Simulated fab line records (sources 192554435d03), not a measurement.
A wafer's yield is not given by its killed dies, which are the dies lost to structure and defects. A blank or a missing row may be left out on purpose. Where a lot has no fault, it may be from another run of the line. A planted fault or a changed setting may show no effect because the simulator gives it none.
Matching of chambers -- flow n5Finfet -- N5_BEOL_M11_ETCH_61 on rieDiel-02 has 4 sister chambers
The step etches SiARC in CF4, target depth 39 nm, time 65 s. 24 wafers are shown with their chamber, then 12 later ones without.

EACH WAFER AND ITS CHAMBER
wafer,chamber,throttleValvePct (%),drypumpMotorCurrentA (A),showerheadPlenumPTorr (Torr)
L075.1,1,15.9,5.6,2.23
L075.2,3,15.7,4.9,2.10
L075.3,2,15.5,5.1,2.12
L075.4,3,15.7,4.9,2.10
L075.5,1,15.9,5.6,2.23
L075.6,2,15.6,5.1,2.12
L077.2,3,15.7,4.9,2.10
L077.3,2,15.6,5.2,2.12
L077.5,1,15.9,5.6,2.23
L078.1,3,15.7,4.9,2.10
L078.2,2,15.6,5.1,2.12
L078.5,3,15.7,5.0,2.10
L082.1,0,15.0,6.5,2.18
L082.2,1,15.9,5.6,2.23
L082.5,1,15.9,5.6,2.23
L084.1,2,15.6,5.1,2.12
L084.2,0,15.0,6.5,2.18
L084.3,3,15.7,4.9,2.10
L085.1,0,15.0,6.5,2.18
L085.2,3,15.7,5.0,2.09
L085.3,1,15.9,5.6,2.23
L088.2,1,15.9,5.6,2.23
L088.3,2,15.6,5.1,2.11
L088.5,2,15.6,5.1,2.11

SIGNATURES (means of the wafers above)
reading,chamber 0,chamber 1,chamber 2,chamber 3,scatter within a chamber
throttleValvePct,15.000,15.900,15.586,15.700,0.0207
drypumpMotorCurrentA,6.500,5.600,5.114,4.929,0.0338
showerheadPlenumPTorr,2.1800,2.2300,2.1171,2.0986,0.00338
Rule: a wafer's distance from a chamber is the root of the sum, over the readings, of the square of ((its reading less the chamber's mean) divided by the reading's scatter). If the next closest chamber is less than 2 further off than the closest, the wafer can't be placed; otherwise it belongs to the closest. How the scatter is found: for the shown wafers, subtract from each reading the mean of its chamber, square and add these, divide the total by (wafers less chambers), then take the root.

WAFERS WITH NO CHAMBER GIVEN
wafer,throttleValvePct (%),drypumpMotorCurrentA (A),showerheadPlenumPTorr (Torr)
L092.1,15.7,4.9,2.09
L092.2,15.0,6.5,2.17
L092.4,15.0,6.5,2.17
L093.2,16.0,5.6,2.22
L093.5,15.7,5.0,2.09
L093.6,15.1,6.5,2.17
L095.1,15.8,5.0,2.09
L095.2,15.1,6.5,2.17
L095.6,15.1,5.1,2.11
L096.1,15.1,6.5,2.17
L096.2,15.9,5.6,2.22
L096.5,15.8,4.9,2.09

CHAMBER TAKEN BY EACH
wafer,from the rows above,in truth
L092.1,3,3
L092.2,0,0
L092.4,0,0
L093.2,1,1
L093.5,3,3
L093.6,0,0
L095.1,3,3
L095.2,0,0
L095.6,2,2
L096.1,0,0
L096.2,1,1
L096.5,3,3
Correctly placed: 12 of 12. Number that these rows cannot place: 0. Placed wrongly: 0.
